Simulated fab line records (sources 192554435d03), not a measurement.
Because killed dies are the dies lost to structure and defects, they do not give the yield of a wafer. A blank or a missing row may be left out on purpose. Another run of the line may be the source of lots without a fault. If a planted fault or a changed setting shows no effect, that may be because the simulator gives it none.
Comparing a struck lot with a sound one | flow n5-finfet | 38 steps out of a route of 1938
Sound: these wafers, L328.1, L328.4, L328.6. Struck: wafer L340.1; the same lot's L340.5 was not struck, so it is left out; see the end for the cause.
At each step with rows: each side's tool, then ch and its chambers, then its first start. Under that, the readings that differ: sound wafers | struck wafers | difference of the means | sigmas: that difference in standard deviations of wafers without a fault.
alike: a reading whose means differ by less than 2 such deviations, as well as words and numbers matching on both sides. not compared: withheld readings; readings where some wafer has no value; bounds like >300 that might hide an equal value; numbers whose values overlap and for which the record gives no deviation.
A row with sigmas, a row that says differs or no value, or rows on one side alone: a step with any of these is where the two part. Non-overlapping numbers with no deviation appear without sigmas and do not part them. A reading missing from all wafers of one side parts the sides only when that side holds two or more wafers.

first, 9 steps without rows for these wafers: N5_BEOL_M4_ANNEAL_95 (time 240 s); N5_BEOL_M4_SPUTTER_96 (material Cu, target thk 4.5 nm, time 8.29 s); N5_BEOL_M4_ECD_50 (material Cu, target thk 300 nm); N5_BEOL_M4_ANNEAL_51 (time 90 s); N5_BEOL_M4_CMP_52 (polishes, stops on SiOC, t overpolish 6.8 s, target thk 40 nm); N5_BEOL_M4_PRE_CLEAN_60 (time 15 s); N5_BEOL_M4_CO_CAP_55 (material Co, precursor CCTBA/H2, target thk 2 nm, time 102.1 s); N5_BEOL_M4_PRE_CLEAN_56 (time 15 s); N5_BEOL_M4_DEP_57 (deposits SiCN from 3MS/NH3, target thk 8 nm, time 14 s).
N5_BEOL_M4_RC_MEAS_101:
  sound on prober-01 ch 0, day 8 08:08; struck on prober-02 ch 0, day 11 01:24
  reading       | sound       | struck | difference | sigmas
  ION_N (uA/um) | 675 684 691 | 655    | -28        | -3
  ION_P (uA/um) | 462 469 472 | 455    | -13        | -2
  alike: DIBL_N, DIBL_P, IOFF_N, IOFF_P, SS_N, SS_P, VT_N, VT_P
then, 24 steps without rows for these wafers: N5_BEOL_M5_ILD_DEP_00 (deposits SiCOH lowk from DEMS/porogen, target thk 140.64 nm, time 25.9 s); N5_BEOL_M5_CURE_79 (cures SiCOH lowk, time 240 s); N5_BEOL_M5_PECVD_70 (deposits SiO2 from TEOS/O2, target thk 16 nm, time 18 s); N5_BEOL_M5_HM_DEP_02 (deposits TiN, target thk 20 nm); N5_BEOL_M5_COAT_59 (time 60 s, resist thk 60 nm); N5_BEOL_M5_COAT_60 (time 60 s, resist thk 12 nm); N5_BEOL_M5_COAT_71 (time 60 s, resist thk 5 nm); N5_BEOL_M5_COAT_05 (resist thk 30 nm); N5_BEOL_M5_EBR_07; N5_BEOL_M5_SOFTBAKE_06 (time 60 s); N5_BEOL_M5_EXPOSE_08 (exposes mask M5, target cd 28 nm); N5_BEOL_M5_PEB_09 (peb time 60 s); N5_BEOL_M5_DEVELOP_10 (develop time 30 s); N5_BEOL_M5_DESCUM_16 (chemistry O2, time 7 s); N5_BEOL_M5_ETCH_72 (etches underlayer in N2/H2, target depth 6.5 nm, time 5.2 s); N5_BEOL_M5_ETCH_61 (etches SiARC in CF4, target depth 15.6 nm, time 26 s); N5_BEOL_M5_ETCH_62 (etches SOC in N2/H2, target depth 75 nm, overetch 15 nm, time 112.5 s); N5_BEOL_M5_STRIP_63 (strips in N2/H2); N5_BEOL_M5_STRIP_73 (strips in N2/H2); N5_BEOL_M5_STRIP_64 (strips in CF4); N5_BEOL_M5_HM_OPEN_17 (chemistry Cl2/BCl3, target TiN, target depth 20 nm, overetch 6 nm); N5_BEOL_M5_STRIP_19 (strips in O2); N5_BEOL_M5_COAT_65 (time 60 s, resist thk 60 nm); N5_BEOL_M5_COAT_66 (time 60 s, resist thk 12 nm).
-- a jump in the record: the struck wafers' starts before and after are 3 days apart (it breaks off in module BEOL_M5 and resumes in module BEOL_M11, where the first step shown is number 1596 of the route) --
N5_BEOL_M11_CMP_52: polishes, stops on SiCOH lowk, t overpolish 7 s, target thk 140 nm.
  sound on cmp-03 ch 1,2,3, day 10 21:08; struck on cmp-03 ch 2, day 13 14:36
  reading                      | sound             | struck | difference | sigmas
  barrier-field-endpoint-s (s) | 29.9 29.6 30.3    | 47.0   | +17.1      | +24
  overpolish-run-s (s)         | 6.999 7.009 7.001 | 0.038  | -6.965     | -99 or more
  time-to-endpoint-s (s)       | 71.9 67.7 69.7    | 84.2   | +14.4      | +6
  alike: motor-current-A
N5_BEOL_M11_THK_MEAS_53: measures by xrf.
  sound on film-metro-02 at day 10 21:23; struck on film-metro-01 at day 13 14:49
  reading      | sound             | struck | difference | sigmas
  M11_THK (nm) | 138.6 143.8 137.7 | 251.8  | +111.8     | +41
N5_BEOL_M11_INSPECT_58: inspects for defects (darkfield).
  sound on defect-inspect-01 at day 10 21:34; struck on defect-inspect-01 at day 13 14:58
  reading          | sound    | struck | difference | sigmas
  raw-defect-count | 46 78 68 | 1124   | +1060      | +56
N5_PASSIVATION_PROBE_49:
  sound on prober-01 at day 12 09:57; struck on prober-02 at day 15 05:38
  reading                  | sound          | struck | difference | sigmas
  defect-limited-yield (%) | 87.8 89.7 90.4 | 0      | -89        | -60
  killed_at_M4_up          | 17 15 13       | 1087   | +1072      | +99 or more
  killed-at-contacts       | 14 3 10        | 22     | +13        | +2
  killed-at-front-end      | 56 64 60       | 32     | -28        | -3
  killed-at-other          | 7 7 7          | 1      | -6         | -2
  killed-dies              | 144 122 113    | 1180   | +1054      | +59
  killed-on-rim            | 20 17 12       | 152    | +136       | +34
  sort-n-pass              | 1036 1058 1067 | 0      | -1054      | -59
  sort-yield-pct (%)       | 87.8 89.7 90.4 | 0      | -89        | -60
  alike: killed_at_M0_to_M3, killed-open, killed-short, sort_bin_5_function, sort_bin_6_memory

WHERE THEY PART
First at N5_BEOL_M4_RC_MEAS_101; last, within this record, at N5_PASSIVATION_PROBE_49.

WHY: whatever the simulator had introduced
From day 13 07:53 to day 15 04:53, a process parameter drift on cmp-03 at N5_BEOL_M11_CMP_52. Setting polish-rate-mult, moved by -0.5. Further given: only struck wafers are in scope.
